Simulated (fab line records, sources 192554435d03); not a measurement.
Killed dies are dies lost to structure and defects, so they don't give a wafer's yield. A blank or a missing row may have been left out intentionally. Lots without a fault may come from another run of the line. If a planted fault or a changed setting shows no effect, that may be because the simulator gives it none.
fab line records	flow n5-finfet
record lots=24	wafers=72	last-day=17
route steps=1938 shown BEOL_M7@1267 BEOL_M8@1346
lots with no fault: from the same line, run without faults
start-h: the number of hours between the record's first day and the start of the first shown wafer of the lot	wait-h: hours elapsed since this lot's preceding step	" repeats the value in the row above	L1.1+2: a row that stands for several wafers	- no value, or no start was given	* or withheld: withheld	< > ~ a bound
route shown NAME@n: names a module that has steps shown in the file, with the first one's number in the route	usual: mean and standard deviation over wafers with no fault	same: alike in all rows	chamber/n: place in a boat	sites: the reading at each site	_std_site: how widely they spread, as a standard deviation	_edge_site: inner sites' mean taken away from outer sites' mean	radius-mm: how far each site lies from the wafer's centre	mask NAME#n: copy n	behind: the last tool/chamber to shape the wafer	hold: why the lot went on hold/how many hours it stayed there/how the hold came to an end	device: the transistor (n, p or np) that didn't switch	end of line: at the end of the route, the tests of the same wafers	step lacking rows: just its recipe	killed: dies lost to structure and defects at the first sort, not the wafer's yield	map: a wafer's dies, marking killed ones x, the rest . and places with no die _
set.NAME: the setting as run; set.NAME@STEP: as run at that earlier step	model.NAME: the simulator's own value behind a step, which no gauge read
one table for each step of the route and one row for each wafer, over a sample of lots
services: when a tool's chamber went out of use (start-h, in hours from the record's first day, below 0 if earlier), for how many hours, and the reason
## steps
# step N5_BEOL_M7_HM_DEP_02
# recipe material=TiN	target-thk-a=200	temp-c=25	chamber-pressure-pa=0.49996
# usual throttle-valve-pct=29.8/1.3
lot.wafer	tool	chamber	start-h	wait-h	throttle-valve-pct
L075.3	pvd-sputter-03	-	185.55	0.3	30.5
L075.4	"	-	"	"	29.8
L075.6	"	-	"	"	31.8
L074.3	pvd-sputter-01	-	186.11	0.0	30.8
L074.5	"	-	"	"	29.2
L074.6	"	-	"	"	29.1
L076.3	pvd-sputter-01	-	201.18	2.4	29.0
L076.4	"	-	"	"	30.8
L076.6	"	-	"	"	29.0
L077.2	pvd-sputter-02	-	204.93	1.2	30.0
L077.5	"	-	"	"	30.2
L077.6	"	-	"	"	29.9
L078.1	pvd-sputter-02	-	212.99	1.5	26.8
L078.3	"	-	"	"	28.8
L078.6	"	-	"	"	26.6
L080.1	pvd-sputter-02	-	220.10	0.8	29.7
L080.2	"	-	"	"	30.1
L080.4	"	-	"	"	26.7
L079.1	pvd-sputter-02	-	223.54	1.5	29.9
L079.3	"	-	"	"	28.9
L079.5	"	-	"	"	28.9
L081.2	pvd-sputter-03	-	226.21	0.0	30.4
L081.5	"	-	"	"	30.4
L081.6	"	-	"	"	29.9
L082.1	pvd-sputter-03	-	228.53	0.9	29.8
L082.2	"	-	"	"	29.9
L082.3	"	-	"	"	31.9
L083.3	pvd-sputter-02	-	245.56	1.1	28.7
L083.4	"	-	"	"	29.8
L083.5	"	-	"	"	29.9
L086.2	pvd-sputter-02	-	253.38	0.8	29.8
L086.3	"	-	"	"	30.1
L086.5	"	-	"	"	29.8
L084.3	pvd-sputter-02	-	253.48	0.5	26.8
L084.4	"	-	"	"	29.8
L084.6	"	-	"	"	26.7
L085.2	pvd-sputter-02	-	256.86	0.3	30.1
L085.4	"	-	"	"	30.0
L085.5	"	-	"	"	28.6
L087.3	pvd-sputter-01	-	269.52	3.5	29.8
L087.4	"	-	"	"	30.9
L087.5	"	-	"	"	29.0
L088.1	pvd-sputter-03	-	282.21	1.8	29.9
L088.3	"	-	"	"	30.3
L088.5	"	-	"	"	30.0
L090.2	pvd-sputter-03	-	282.61	1.7	29.9
L090.5	"	-	"	"	30.3
L090.6	"	-	"	"	32.0
L089.1	pvd-sputter-01	-	282.63	1.3	28.9
L089.5	"	-	"	"	29.4
L089.6	"	-	"	"	30.8
L091.1	pvd-sputter-03	-	295.08	0.8	30.5
L091.2	"	-	"	"	29.9
L091.6	"	-	"	"	30.2
L092.1	pvd-sputter-01	-	299.60	1.9	29.4
L092.3	"	-	"	"	28.8
L092.4	"	-	"	"	30.9
L093.2	pvd-sputter-01	-	304.13	1.6	29.4
L093.4	"	-	"	"	30.8
L093.5	"	-	"	"	29.4
L094.1	pvd-sputter-03	-	307.60	0.6	31.9
L094.2	"	-	"	"	30.0
L094.3	"	-	"	"	30.2
L095.2	pvd-sputter-01	-	311.21	1.6	30.9
L095.3	"	-	"	"	28.9
L095.5	"	-	"	"	29.3
L096.2	pvd-sputter-02	-	321.15	1.4	27.0
L096.4	"	-	"	"	28.7
L096.5	"	-	"	"	28.7
L097.1	pvd-sputter-03	-	325.46	0.2	29.7
L097.3	"	-	"	"	30.6
L097.5	"	-	"	"	30.2
# step N5_BEOL_M7_ETCH_61
# recipe chemistry=CF4	target=SiARC	target-depth-a=455	mask-material=CAR-ArF	time-s=75.8	ion-energy-ev=80	pressure-mtorr=40	source-w=545	bias-w=36	Ar_flow_sccm=100	cf4-flow-sccm=100	ends=cleared
# usual chamber-pressure-mTorr=40.00/0.037	drypump-motor-current-A=5.7/0.44	etch-rf-on-time-s=75.9/1.7	oes-product-au=0.65/0.084	rf-vpp-V=183.9/1.2	showerhead-plenum-p-Torr=2.13/0.061	throttle-valve-pct=15.68/0.25
lot.wafer	tool	chamber	start-h	wait-h	chamber-pressure-mTorr	drypump-motor-current-A	etch-rf-on-time-s	oes-product-au	rf-hours-counter-h	rf-vpp-V	showerhead-plenum-p-Torr	throttle-valve-pct
L075.3	rie-diel-01	1	186.17	0.0	40.01	6.0	74.7	0.75	34	183.1	2.18	15.23
L075.4	"	0	"	"	39.94	5.3	75.1	0.60	249	184.9	2.19	16.06
L075.6	"	0	"	"	40.04	5.3	75.5	0.59	-	185.1	2.19	16.05
L074.3	rie-diel-03	2	186.60	0.0	39.95	5.5	76.4	0.63	167	183.0	2.07	15.93
L074.5	"	2	"	"	39.98	5.5	76.3	0.64	-	183.2	2.07	15.92
L074.6	"	3	"	"	40.00	5.3	75.6	0.64	-	186.1	2.23	15.90
L076.3	rie-diel-04	1	201.73	0.0	40.04	6.1	74.0	0.83	7	183.2	2.12	15.40
L076.4	"	3	"	"	40.02	5.9	75.5	0.61	225	182.9	2.12	16.14
L076.6	"	1	"	"	39.98	6.1	73.9	0.83	-	183.5	2.12	15.43
L077.2	rie-diel-04	0	205.55	0.0	39.99	4.7	76.3	0.59	210	182.7	2.03	15.77
L077.5	"	3	"	"	39.94	6.0	75.8	0.61	-	182.3	2.12	16.14
L077.6	"	2	"	"	39.95	5.7	79.0	0.60	-	185.2	2.20	15.33
L078.1	rie-diel-03	1	213.61	0.0	40.03	5.7	77.1	0.63	192	182.0	2.14	15.80
L078.3	"	0	"	"	39.99	5.6	76.5	0.61	156	185.2	2.22	15.85
L078.6	"	0	"	"	39.99	5.7	77.2	0.61	-	185.9	2.22	15.87
L080.1	rie-diel-01	3	220.96	0.0	40.00	5.8	78.3	0.61	192	182.6	2.05	15.64
L080.2	"	0	"	"	40.02	5.3	72.2	0.84	5	183.3	2.19	15.58
L080.4	"	1	"	"	39.95	6.0	74.1	0.75	41	185.2	2.18	15.25
L079.1	rie-diel-04	1	224.03	0.0	39.97	6.1	72.5	0.82	15	183.6	2.12	15.43
L079.3	"	0	"	"	40.00	4.7	74.9	0.59	216	183.9	2.03	15.77
L079.5	"	2	"	"	40.01	5.8	76.3	0.60	-	187.1	2.20	15.34
L081.2	rie-diel-03	3	226.88	0.0	40.03	5.2	75.4	0.63	195	183.5	2.22	15.93
L081.5	"	2	"	"	39.94	5.5	76.1	0.62	-	182.1	2.06	15.95
L081.6	"	3	"	"	40.04	5.2	76.0	0.63	-	185.3	2.22	15.93
L082.1	rie-diel-01	3	229.03	0.0	40.02	5.8	77.9	0.60	194	182.2	2.05	15.66
L082.2	"	2	"	"	40.06	6.3	76.6	0.62	181	183.2	2.13	15.75
L082.3	"	0	"	"	40.02	5.2	71.7	0.84	7	186.6	2.19	15.56
L083.3	rie-diel-04	1	246.20	0.0	40.00	6.0	74.0	0.79	23	182.7	2.12	15.44
L083.4	"	2	"	"	39.98	5.7	77.5	0.59	205	184.9	2.20	15.37
L083.5	"	2	"	"	40.00	5.7	77.3	0.60	-	186.4	2.20	15.35
L086.2	rie-diel-04	2	254.10	0.0	39.96	5.7	77.9	0.59	207	184.1	2.20	15.36
L086.3	"	0	"	"	39.95	4.7	76.3	0.58	225	182.9	2.03	15.79
L086.5	"	0	"	"	39.94	4.7	76.0	0.57	-	182.1	2.03	15.79
L084.3	rie-diel-01	0	254.31	0.0	40.02	5.3	72.8	0.81	15	184.3	2.18	15.60
L084.4	"	2	"	"	40.02	6.3	77.4	0.60	189	184.0	2.12	15.77
L084.6	"	1	"	"	39.99	6.0	76.7	0.72	-	183.3	2.17	15.26
L085.2	rie-diel-03	2	257.53	0.0	40.01	5.5	75.5	0.62	193	184.4	2.06	15.98
L085.4	"	1	"	"	40.01	5.7	76.7	0.62	206	184.4	2.13	15.83
L085.5	"	2	"	"	40.02	5.5	76.1	0.61	-	183.1	2.06	15.97
L087.3	rie-diel-04	0	270.14	0.0	39.95	4.7	74.8	0.58	229	182.5	2.02	15.79
L087.4	"	0	"	"	39.98	4.7	75.5	0.58	-	183.0	2.02	15.82
L087.5	"	1	"	"	39.99	6.1	74.7	0.78	-	184.6	2.11	15.47
L088.1	rie-diel-01	1	282.83	0.0	40.04	6.0	76.2	0.72	61	184.5	2.17	15.29
L088.3	"	0	"	"	40.04	5.3	73.0	0.80	24	185.1	2.18	15.60
L088.5	"	1	"	"	39.91	6.0	75.8	0.72	-	184.6	2.17	15.28
L090.2	rie-diel-04	0	283.11	0.0	39.95	4.7	75.6	0.57	233	183.1	2.02	15.81
L090.5	"	0	"	"	40.02	4.7	75.9	0.57	-	184.9	2.02	15.81
L090.6	"	3	"	"	40.03	5.9	75.7	0.59	-	183.7	2.12	16.19
L089.1	rie-diel-04	3	283.41	0.0	39.94	5.9	74.9	0.59	248	182.7	2.12	16.17
L089.5	"	1	"	"	40.02	6.0	74.6	0.77	-	183.3	2.11	15.48
L089.6	"	2	"	"	40.02	5.8	76.9	0.59	-	185.3	2.19	15.39
L091.1	rie-diel-01	1	295.57	0.0	39.96	6.0	75.3	0.71	65	184.0	2.17	15.28
L091.2	"	3	"	"	40.02	5.8	78.6	0.59	215	181.8	2.04	15.70
L091.6	"	3	"	"	40.00	5.8	78.6	0.59	-	182.8	2.04	15.68
L092.1	rie-diel-01	0	300.54	0.0	40.00	5.3	73.2	0.78	30	184.6	2.18	15.61
L092.3	"	2	"	"	40.05	6.2	77.2	0.60	204	185.1	2.12	15.82
L092.4	"	1	"	"	40.03	6.0	75.4	0.71	67	184.1	2.17	15.32
L093.2	rie-diel-01	3	304.76	0.0	39.98	5.8	78.7	0.59	218	182.8	2.04	15.70
L093.4	"	2	"	"	40.05	6.2	77.7	0.60	205	182.6	2.12	15.80
L093.5	"	1	"	"	39.93	6.0	75.0	0.71	-	184.0	2.17	15.30
L094.1	rie-diel-04	0	308.22	0.0	40.03	4.7	76.4	0.57	242	183.2	2.02	15.82
L094.2	"	1	"	"	40.10	6.1	73.8	0.77	42	184.1	2.11	15.50
L094.3	"	3	"	"	39.98	6.0	72.2	0.87	1	184.3	2.12	15.71
L095.2	rie-diel-03	0	311.71	0.0	40.01	5.6	76.5	0.60	188	185.2	2.21	15.91
L095.3	"	3	"	"	39.94	5.2	75.6	0.61	221	185.6	2.21	15.97
L095.5	"	1	"	"	39.97	5.8	77.7	0.60	-	184.0	2.13	15.87
L096.2	rie-diel-04	3	321.77	0.0	39.93	6.0	72.3	0.85	4	182.9	2.11	15.71
L096.4	"	0	"	"	40.01	4.7	75.9	0.57	245	182.9	2.02	15.83
L096.5	"	3	"	"	39.97	5.9	72.7	0.85	-	184.1	2.11	15.70
L097.1	rie-diel-01	0	326.34	0.0	39.94	5.3	72.6	0.77	37	184.0	2.18	15.63
L097.3	"	2	"	"	39.99	6.2	75.9	0.60	213	185.1	2.12	15.82
L097.5	"	3	"	"	39.98	5.8	78.3	0.59	-	183.2	2.04	15.71
# step N5_BEOL_M7_ETCH_65
# recipe chemistry=CF4	target=SiARC	target-depth-a=156	mask-material=CAR-EUV	time-s=26	ion-energy-ev=80	pressure-mtorr=40	source-w=545	bias-w=36	Ar_flow_sccm=100	cf4-flow-sccm=100	ends=cleared
# usual chamber-pressure-mTorr=40.00/0.034	drypump-motor-current-A=5.7/0.39	etch-rf-on-time-s=26.1/0.64	oes-product-au=0.65/0.084	rf-vpp-V=183.9/1.1	showerhead-plenum-p-Torr=2.13/0.062	throttle-valve-pct=15.71/0.23
lot.wafer	tool	chamber	start-h	wait-h	chamber-pressure-mTorr	drypump-motor-current-A	etch-rf-on-time-s	oes-product-au	rf-hours-counter-h	rf-vpp-V	showerhead-plenum-p-Torr	throttle-valve-pct
L075.3	rie-diel-03	1	187.26	0.0	40.06	5.7	26.7	0.63	183	182.0	2.14	15.79
L075.4	"	2	"	"	40.01	5.5	26.3	0.63	-	183.3	2.07	15.92
L075.6	"	3	"	"	40.03	5.2	25.9	0.64	-	186.6	2.23	15.88
L074.3	rie-diel-01	3	187.76	0.0	39.96	5.8	26.9	0.62	178	183.3	2.05	15.62
L074.5	"	2	"	"	40.01	6.3	26.5	0.62	-	183.2	2.13	15.72
L074.6	"	3	"	"	40.10	5.8	27.1	0.61	-	183.1	2.06	15.63
L076.3	rie-diel-01	2	204.17	0.0	40.01	6.2	25.9	0.63	-	182.7	2.13	15.72
L076.4	"	3	"	"	39.93	5.8	26.7	0.61	-	181.9	2.05	15.65
L076.6	"	2	"	"	40.01	6.2	26.0	0.62	-	183.8	2.13	15.73
L077.2	rie-diel-04	0	207.79	0.0	40.04	4.7	26.4	0.59	211	182.0	2.03	15.75
L077.5	"	2	"	"	40.02	5.8	26.7	0.60	-	183.2	2.20	15.33
L077.6	"	3	"	"	39.93	6.0	26.1	0.61	-	185.0	2.12	16.13
L078.1	rie-diel-01	3	217.08	0.0	40.04	5.8	26.7	0.61	190	182.7	2.05	15.65
L078.3	"	2	"	"	39.99	6.3	26.4	0.62	177	184.8	2.13	15.72
L078.6	"	2	"	"	39.96	6.2	26.4	0.62	-	182.5	2.13	15.75
L080.1	rie-diel-01	0	222.82	0.0	40.01	5.3	24.9	0.84	6	185.3	2.19	15.56
L080.2	"	3	"	"	40.03	5.8	26.9	0.61	192	182.7	2.05	15.64
L080.4	"	1	"	"	39.95	6.0	25.7	0.74	42	185.6	2.18	15.24
L079.1	rie-diel-04	2	224.96	0.0	39.94	5.8	26.5	0.60	197	185.0	2.20	15.36
L079.3	"	3	"	"	40.03	5.9	26.0	0.60	232	183.2	2.12	16.15
L079.5	"	1	"	"	39.97	6.1	25.6	0.80	-	183.9	2.12	15.43
L081.2	rie-diel-03	3	228.53	0.0	40.03	5.3	26.0	0.63	196	184.7	2.22	15.92
L081.5	"	3	"	"	40.04	5.3	25.9	0.63	-	185.7	2.22	15.92
L081.6	"	0	"	"	39.98	5.7	26.4	0.61	-	184.8	2.22	15.88
L082.1	rie-diel-01	3	230.52	0.0	40.04	5.8	26.7	0.61	194	183.0	2.05	15.66
L082.2	"	1	"	"	39.97	6.0	25.4	0.75	45	184.8	2.18	15.26
L082.3	"	0	"	"	39.99	5.3	24.6	0.84	8	185.3	2.19	15.56
L083.3	rie-diel-04	3	249.34	0.0	40.02	6.0	26.2	0.59	241	183.3	2.12	16.17
L083.4	"	0	"	"	39.96	4.7	26.3	0.57	224	181.7	2.03	15.80
L083.5	"	3	"	"	39.98	5.9	25.7	0.60	-	185.0	2.12	16.16
L084.3	rie-diel-01	2	255.83	0.0	39.94	6.3	26.1	0.61	189	183.8	2.12	15.76
L084.4	"	0	"	"	40.03	5.3	24.7	0.81	16	182.6	2.18	15.59
L084.6	"	0	"	"	39.97	5.3	24.7	0.82	-	184.9	2.18	15.59
L086.2	rie-diel-03	3	256.11	0.0	39.97	5.2	26.0	0.62	204	183.1	2.22	15.94
L086.3	"	2	"	"	40.02	5.5	25.9	0.62	192	182.4	2.06	15.97
L086.5	"	0	"	"	39.97	5.7	26.4	0.61	-	185.2	2.22	15.88
L085.2	rie-diel-01	0	259.53	0.0	40.01	5.2	24.6	0.80	17	184.8	2.18	15.59
L085.4	"	2	"	"	40.07	6.2	26.1	0.62	191	184.6	2.12	15.77
L085.5	"	3	"	"	40.00	5.8	26.8	0.60	-	183.8	2.05	15.68
L087.3	rie-diel-01	0	271.19	0.0	39.97	5.3	24.6	0.81	21	184.5	2.18	15.62
L087.4	"	1	"	"	40.02	6.0	26.0	0.73	58	184.1	2.17	15.29
L087.5	"	3	"	"	39.97	5.8	27.0	0.59	-	182.1	2.05	15.68
L088.1	rie-diel-04	2	284.23	0.0	39.98	5.7	26.4	0.60	216	184.0	2.19	15.39
L088.3	"	3	"	"	39.99	5.9	25.7	0.59	249	183.6	2.12	16.20
L088.5	"	3	"	"	40.00	5.9	26.1	0.59	-	182.6	2.12	16.16
L090.2	rie-diel-01	2	284.27	0.0	40.01	6.3	27.0	0.60	198	183.4	2.12	15.78
L090.5	"	2	"	"	39.97	6.2	26.9	0.60	-	183.9	2.12	15.81
L090.6	"	3	"	"	40.02	5.8	27.3	0.59	-	183.5	2.04	15.69
L089.1	rie-diel-03	1	284.65	0.0	40.03	5.8	26.7	0.61	214	184.7	2.13	15.85
L089.5	"	0	"	"	39.99	5.7	26.8	0.59	-	185.4	2.21	15.91
L089.6	"	1	"	"	40.02	5.7	26.7	0.61	-	184.3	2.13	15.85
L091.1	rie-diel-04	1	299.78	0.0	40.02	6.1	25.5	0.77	39	183.9	2.11	15.50
L091.2	"	0	"	"	40.00	4.7	26.4	0.57	239	181.9	2.02	15.81
L091.6	"	2	"	"	39.96	5.7	26.6	0.58	-	184.4	2.19	15.39
L092.1	rie-diel-03	2	303.67	0.0	39.95	5.5	26.2	0.61	206	182.4	2.05	15.98
L092.3	"	3	"	"	39.99	5.2	25.7	0.62	218	184.8	2.21	15.97
L092.4	"	1	"	"	39.98	5.8	26.1	0.61	220	185.2	2.13	15.87
L093.2	rie-diel-01	2	305.67	0.0	40.01	6.3	25.8	0.61	206	182.7	2.12	15.80
L093.4	"	3	"	"	39.99	5.8	26.5	0.59	218	183.1	2.04	15.70
L093.5	"	3	"	"	39.99	5.8	26.3	0.60	-	183.3	2.04	15.71
L094.1	rie-diel-03	1	310.51	0.0	39.96	5.8	26.4	0.61	223	185.4	2.13	15.88
L094.2	"	0	"	"	40.01	5.7	26.5	0.59	187	184.7	2.21	15.91
L094.3	"	3	"	"	40.02	5.2	25.8	0.62	220	184.9	2.21	15.97
L095.2	rie-diel-04	0	314.97	0.0	39.96	4.7	26.3	0.57	243	183.8	2.02	15.82
L095.3	"	1	"	"	40.01	6.0	25.5	0.76	44	184.8	2.11	15.48
L095.5	"	3	"	"	40.04	5.9	24.8	0.86	-	183.8	2.11	15.70
L096.2	rie-diel-03	0	324.16	0.0	40.05	5.7	26.7	0.59	192	184.3	2.21	15.93
L096.4	"	3	"	"	39.98	5.2	26.0	0.61	225	185.1	2.21	15.98
L096.5	"	3	"	"	40.04	5.3	26.2	0.62	-	183.9	2.21	15.97
L097.1	rie-diel-04	0	327.50	0.0	39.98	4.7	26.2	0.57	246	182.9	2.02	15.83
L097.3	"	2	"	"	40.01	5.7	26.5	0.58	231	184.1	2.19	15.43
L097.5	"	1	"	"	39.93	6.1	25.5	0.75	-	183.0	2.11	15.52
# step N5_BEOL_M7_ANNEAL_51
# recipe temp-c=225	time-s=90	ambient=N2
# usual wafer_temp_C_max=226.1/0.55
lot.wafer	tool	chamber	start-h	wait-h	wafer_temp_C_max
L075.3	rtp-anneal-02	0	189.35	0.1	225.7
L075.4	"	0	"	"	225.4
L075.6	"	0	"	"	225.9
L074.3	rtp-anneal-01	0	191.46	0.1	226.8
L074.5	"	0	"	"	226.2
L074.6	"	0	"	"	226.1
L076.3	rtp-anneal-01	0	206.55	0.5	226.9
L076.4	"	0	"	"	226.7
L076.6	"	0	"	"	226.8
L077.2	rtp-anneal-02	0	210.62	0.4	225.5
L077.5	"	0	"	"	225.5
L077.6	"	0	"	"	225.5
L078.1	rtp-anneal-02	0	219.50	0.2	225.1
L078.3	"	0	"	"	225.4
L078.6	"	0	"	"	225.5
L080.1	rtp-anneal-01	0	226.41	1.4	226.4
L080.2	"	0	"	"	226.3
L080.4	"	0	"	"	226.5
L079.1	rtp-anneal-01	0	227.91	1.3	226.7
L079.3	"	0	"	"	226.5
L079.5	"	0	"	"	226.6
L081.2	rtp-anneal-01	0	232.44	0.1	226.7
L081.5	"	0	"	"	226.8
L081.6	"	0	"	"	226.4
L082.1	rtp-anneal-02	0	233.77	0.3	225.6
L082.2	"	0	"	"	225.5
L082.3	"	0	"	"	225.7
L083.3	rtp-anneal-02	0	251.47	0.3	225.8
L083.4	"	0	"	"	225.8
L083.5	"	0	"	"	225.3
L084.3	rtp-anneal-01	0	257.63	0.1	226.6
L084.4	"	0	"	"	226.0
L084.6	"	0	"	"	226.8
L086.2	rtp-anneal-02	0	258.40	0.2	225.9
L086.3	"	0	"	"	225.4
L086.5	"	0	"	"	225.4
L085.2	rtp-anneal-01	0	261.51	0.1	226.2
L085.4	"	0	"	"	226.3
L085.5	"	0	"	"	226.1
L087.3	rtp-anneal-01	0	274.06	0.5	226.3
L087.4	"	0	"	"	226.8
L087.5	"	0	"	"	226.2
L090.2	rtp-anneal-02	0	288.02	0.1	225.5
L090.5	"	0	"	"	225.6
L090.6	"	0	"	"	225.6
L088.1	rtp-anneal-01	0	288.15	0.2	226.7
L088.3	"	0	"	"	226.5
L088.5	"	0	"	"	227.2
L089.1	rtp-anneal-02	0	288.94	0.1	225.5
L089.5	"	0	"	"	225.5
L089.6	"	0	"	"	225.6
L091.1	rtp-anneal-01	0	302.17	0.4	227.1
L091.2	"	0	"	"	227.0
L091.6	"	0	"	"	226.7
L092.1	rtp-anneal-01	0	305.56	0.2	226.5
L092.3	"	0	"	"	226.6
L092.4	"	0	"	"	226.5
L093.2	rtp-anneal-01	0	307.68	0.1	226.6
L093.4	"	0	"	"	226.3
L093.5	"	0	"	"	226.3
L094.1	rtp-anneal-01	0	312.78	0.1	226.3
L094.2	"	0	"	"	226.8
L094.3	"	0	"	"	227.1
L095.2	rtp-anneal-02	0	317.91	0.1	225.4
L095.3	"	0	"	"	225.4
L095.5	"	0	"	"	225.7
L096.2	rtp-anneal-02	0	326.93	0.2	225.7
L096.4	"	0	"	"	225.6
L096.5	"	0	"	"	225.8
L097.1	rtp-anneal-01	0	330.52	0.1	226.2
L097.3	"	0	"	"	227.0
L097.5	"	0	"	"	226.0
# step N5_BEOL_M7_THK_MEAS_53
# recipe thk-meas-gauge=xrf	reads=Cu_of_BEOL_M7_ECD_50
# usual M7_THK=76.0/2.2
lot.wafer	tool	chamber	start-h	wait-h	M7_THK[nm]
L075.3	film-metro-01	-	189.86	-	75.0
L075.4	"	-	"	"	74.0
L075.6	"	-	"	"	78.8
L074.3	film-metro-01	-	191.96	-	75.8
L074.5	"	-	"	"	74.6
L074.6	"	-	"	"	75.9
L076.3	film-metro-02	-	207.07	-	73.1
L076.4	"	-	"	"	73.7
L076.6	"	-	"	"	73.7
L077.2	film-metro-01	-	211.16	-	76.0
L077.5	"	-	"	"	75.2
L077.6	"	-	"	"	77.3
L078.1	film-metro-01	-	220.09	-	73.1
L078.3	"	-	"	"	73.6
L078.6	"	-	"	"	72.6
L080.1	film-metro-02	-	227.01	-	81.5
L080.2	"	-	"	"	73.2
L080.4	"	-	"	"	77.7
L079.1	film-metro-01	-	228.50	-	73.8
L079.3	"	-	"	"	75.2
L079.5	"	-	"	"	78.2
L081.2	film-metro-01	-	233.12	-	75.2
L081.5	"	-	"	"	77.5
L081.6	"	-	"	"	74.4
L082.1	film-metro-01	-	234.36	-	74.2
L082.2	"	-	"	"	75.5
L082.3	"	-	"	"	79.2
L083.3	film-metro-01	-	251.98	-	76.5
L083.4	"	-	"	"	74.9
L083.5	"	-	"	"	73.4
L084.3	film-metro-02	-	258.13	-	73.5
L084.4	"	-	"	"	78.1
L084.6	"	-	"	"	79.7
L086.2	film-metro-02	-	258.95	-	75.2
L086.3	"	-	"	"	75.7
L086.5	"	-	"	"	76.9
L085.2	film-metro-01	-	262.06	-	78.0
L085.4	"	-	"	"	73.1
L085.5	"	-	"	"	73.1
L087.3	film-metro-01	-	274.56	-	79.9
L087.4	"	-	"	"	77.2
L087.5	"	-	"	"	72.3
L090.2	film-metro-02	-	288.57	-	73.4
L090.5	"	-	"	"	74.0
L090.6	"	-	"	"	74.4
L088.1	film-metro-01	-	288.76	-	76.0
L088.3	"	-	"	"	78.3
L088.5	"	-	"	"	79.7
L089.1	film-metro-02	-	289.53	-	74.0
L089.5	"	-	"	"	74.4
L089.6	"	-	"	"	74.7
L091.1	film-metro-01	-	302.76	-	79.4
L091.2	"	-	"	"	78.7
L091.6	"	-	"	"	76.7
L092.1	film-metro-01	-	306.17	-	75.3
L092.3	"	-	"	"	78.4
L092.4	"	-	"	"	76.1
L093.2	film-metro-02	-	308.24	-	73.7
L093.4	"	-	"	"	75.2
L093.5	"	-	"	"	74.8
L094.1	film-metro-02	-	313.53	-	74.1
L094.2	"	-	"	"	75.1
L094.3	"	-	"	"	75.0
L095.2	film-metro-02	-	318.45	-	75.4
L095.3	"	-	"	"	78.9
L095.5	"	-	"	"	81.2
L096.2	film-metro-02	-	327.49	-	75.6
L096.4	"	-	"	"	75.3
L096.5	"	-	"	"	77.1
L097.1	film-metro-01	-	331.11	-	75.2
L097.3	"	-	"	"	74.8
L097.5	"	-	"	"	77.3
# step N5_BEOL_M8_OVL_MEAS_12
# recipe points-per-wafer=44
# usual M8_OVL=-0.3/0.62
lot.wafer	tool	chamber	start-h	wait-h	M8_OVL[nm]
L075.3	overlay-02	0	192.18	0.0	-0.6
L075.4	"	0	"	"	-1.2
L075.6	"	0	"	"	-0.3
L074.3	overlay-01	0	193.72	0.0	-0.7
L074.5	"	0	"	"	0.7
L074.6	"	0	"	"	1.2
L076.3	overlay-02	0	209.53	0.0	-0.4
L076.4	"	0	"	"	0.2
L076.6	"	0	"	"	-0.6
L077.2	overlay-02	0	213.64	0.0	0.3
L077.5	"	0	"	"	-0.4
L077.6	"	0	"	"	-0.3
L078.1	overlay-01	0	222.21	0.0	0.0
L078.3	"	0	"	"	-0.4
L078.6	"	0	"	"	-0.6
L080.1	overlay-02	0	229.42	0.0	-0.6
L080.2	"	0	"	"	-0.8
L080.4	"	0	"	"	-0.6
L079.1	overlay-01	0	230.22	0.0	-1.3
L079.3	"	0	"	"	-0.5
L079.5	"	0	"	"	-0.7
L081.2	overlay-02	0	236.57	0.0	-0.3
L081.5	"	0	"	"	-0.1
L081.6	"	0	"	"	-0.7
L082.1	overlay-02	0	236.62	0.0	0.2
L082.2	"	0	"	"	-0.3
L082.3	"	0	"	"	-0.1
L083.3	overlay-01	0	253.87	0.0	0.3
L083.4	"	0	"	"	0.2
L083.5	"	0	"	"	-0.5
L084.3	overlay-02	0	260.68	0.0	-0.4
L084.4	"	0	"	"	-1.1
L084.6	"	0	"	"	-1.3
L086.2	overlay-02	0	260.96	0.0	0.4
L086.3	"	0	"	"	-0.5
L086.5	"	0	"	"	-0.3
L085.2	overlay-01	0	264.14	0.0	-0.9
L085.4	"	0	"	"	-0.7
L085.5	"	0	"	"	0.7
L087.3	overlay-02	0	276.51	0.0	-1.0
L087.4	"	0	"	"	-0.5
L087.5	"	0	"	"	-0.5
L090.2	overlay-02	0	290.08	0.0	-0.5
L090.5	"	0	"	"	-1.0
L090.6	"	0	"	"	0.1
L088.1	overlay-02	0	290.25	0.0	-0.6
L088.3	"	0	"	"	-1.1
L088.5	"	0	"	"	-0.7
L089.1	overlay-02	0	292.46	0.0	0.7
L089.5	"	0	"	"	-0.5
L089.6	"	0	"	"	-1.5
L091.1	overlay-02	0	305.11	0.0	0.7
L091.2	"	0	"	"	0.4
L091.6	"	0	"	"	0.7
L092.1	overlay-01	0	308.13	0.0	0.4
L092.3	"	0	"	"	-0.5
L092.4	"	0	"	"	-0.5
L093.2	overlay-02	0	311.52	0.0	0.0
L093.4	"	0	"	"	0.2
L093.5	"	0	"	"	-0.3
L094.1	overlay-02	0	316.42	0.0	-1.2
L094.2	"	0	"	"	-0.6
L094.3	"	0	"	"	-0.4
L095.2	overlay-01	0	321.55	0.0	-0.4
L095.3	"	0	"	"	0.0
L095.5	"	0	"	"	-0.8
L096.2	overlay-02	0	330.23	0.0	0.8
L096.4	"	0	"	"	-0.7
L096.5	"	0	"	"	0.7
L097.1	overlay-02	0	333.63	0.0	0.7
L097.3	"	0	"	"	0.5
L097.5	"	0	"	"	-1.1
## services
tool	chamber	start-h	hours	kind
rie-diel-01	0	188.11	-	clean
rie-diel-01	0	188.11	-	consumable-replace:focus-ring
rie-diel-01	0	188.11	20.4	scheduled-down
rie-diel-01	0	188.11	20.4	vent-cycle
rie-diel-01	1	203.57	15.6	repair
rie-diel-04	0	241.77	2.9	repair
rie-diel-03	3	243.02	4.6	repair
rie-diel-04	3	266.66	7.7	repair
rie-diel-04	3	288.44	-	clean
rie-diel-04	3	288.44	-	consumable-replace:focus-ring
rie-diel-04	3	288.44	14.5	scheduled-down
rie-diel-04	3	288.44	14.5	vent-cycle
rie-diel-03	2	305.25	9.0	repair
rie-diel-01	3	312.30	7.9	repair
rie-diel-01	0	314.42	5.3	repair
## key
fault none
